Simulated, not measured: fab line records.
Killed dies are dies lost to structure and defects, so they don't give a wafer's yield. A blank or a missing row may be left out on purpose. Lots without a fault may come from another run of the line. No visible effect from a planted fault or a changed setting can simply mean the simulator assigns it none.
Struck lot and sound lot, side by side | flow n5_finfet | 35 out of 1938 route steps
Sound: wafers L182.3, L182.4, L182.6. Wafers L191.3, L191.4, L191.5 were the ones struck. The cause is given at the end.
Per side, at each step with rows, come the tool, then ch with its chambers, and then its first start. Under that, the readings that differ: sound wafers | struck wafers | difference of the means | sigmas: that difference in standard deviations of wafers without a fault.
alike: readings with means less than 2 such deviations apart, plus words and numbers identical on both sides. not compared: withheld readings, readings lacking a value on some wafer, bounds such as >300 that could conceal the same value, and numbers that have no deviation in the record and whose values overlap.
A row with sigmas, a row that says differs or no value, or rows on one side alone: a step with any of these is where the two part. Non-overlapping numbers with no deviation appear without sigmas and do not part them. A reading that every wafer of one side lacks parts them only if that side has two wafers or more.

first, 8 steps without rows for these wafers: N5_BEOL_M8_SPUTTER_48 (material Cu, target thk 10 nm, time 1.667 s); N5_BEOL_M8_ECD_50 (material Cu, target thk 300 nm); N5_BEOL_M8_ANNEAL_51 (time 90 s); N5_BEOL_M8_CMP_52 (polishes, stops on SiCOH lowk, t overpolish 6.9 s, target thk 80 nm); N5_BEOL_M8_PRE_CLEAN_55 (time 15 s); N5_BEOL_M8_DEP_56 (deposits SiCN from 3MS/NH3, target thk 10 nm, time 17.5 s); N5_BEOL_M9_ILD_DEP_00 (deposits SiCOH lowk from DEMS/porogen, target thk 308.51 nm, time 58 s); N5_BEOL_M9_CURE_71 (cures SiCOH lowk, time 240 s).
N5_BEOL_M9_PECVD_70: deposits SiO2 from TEOS/O2, target thk 20 nm, time 22.7 s.
  sound on pecvd-04 ch 0,2, day 11 01:22; struck on pecvd-04 ch 1,2, day 13 17:06
  alike: heater_power_w, showerhead_plenum_p_Torr, showerhead_vpp_V, throttle_valve_pct
then, 25 steps without rows for these wafers: N5_BEOL_M9_HM_DEP_02 (deposits TiN, target thk 20 nm); N5_BEOL_M9_COAT_59 (time 60 s, resist thk 100 nm); N5_BEOL_M9_COAT_60 (time 60 s, resist thk 30 nm); N5_BEOL_M9_COAT_05 (resist thk 90 nm); N5_BEOL_M9_EBR_07; N5_BEOL_M9_SOFTBAKE_06 (time 60 s); N5_BEOL_M9_EXPOSE_08 (exposes mask M9); N5_BEOL_M9_PEB_09 (peb time 60 s); N5_BEOL_M9_DEVELOP_10 (develop time 30 s); N5_BEOL_M9_DESCUM_16 (chemistry O2, time 7.9 s); N5_BEOL_M9_ETCH_61 (etches SiARC in CF4, target depth 39 nm, time 65 s); N5_BEOL_M9_ETCH_62 (etches SOC in N2/H2, target depth 110 nm, overetch 22 nm, time 165 s); N5_BEOL_M9_STRIP_68 (strips in N2/H2); N5_BEOL_M9_STRIP_67 (strips in CF4); N5_BEOL_M9_HM_OPEN_17 (chemistry Cl2/BCl3, target TiN, target depth 20 nm, overetch 6 nm); N5_BEOL_M9_STRIP_19 (strips in O2); N5_BEOL_M9_COAT_63 (time 60 s, resist thk 60 nm); N5_BEOL_M9_COAT_64 (time 60 s, resist thk 12 nm); N5_BEOL_M9_COAT_75 (time 60 s, resist thk 5 nm); N5_BEOL_M9_COAT_22 (resist thk 30 nm); N5_BEOL_M9_EBR_24; N5_BEOL_M9_SOFTBAKE_23 (time 60 s); N5_BEOL_M9_EXPOSE_25 (exposes mask V8); N5_BEOL_M9_PEB_26 (peb time 60 s); N5_BEOL_M9_DEVELOP_27 (develop time 30 s).
-- the record jumps here: 3 days lie between the struck wafers' starts before and after (it left off in module BEOL_M9 and takes up again in module PASSIVATION, whose first step shown is number 1936 of the route) --
N5_PASSIVATION_PROBE_49:
  the record has rows for the struck wafers here (prober-01, day 16 10:08) and none for the sound ones

WHERE THEY PART
Only at N5_PASSIVATION_PROBE_49, within this record.

WHY: whatever the simulator had introduced
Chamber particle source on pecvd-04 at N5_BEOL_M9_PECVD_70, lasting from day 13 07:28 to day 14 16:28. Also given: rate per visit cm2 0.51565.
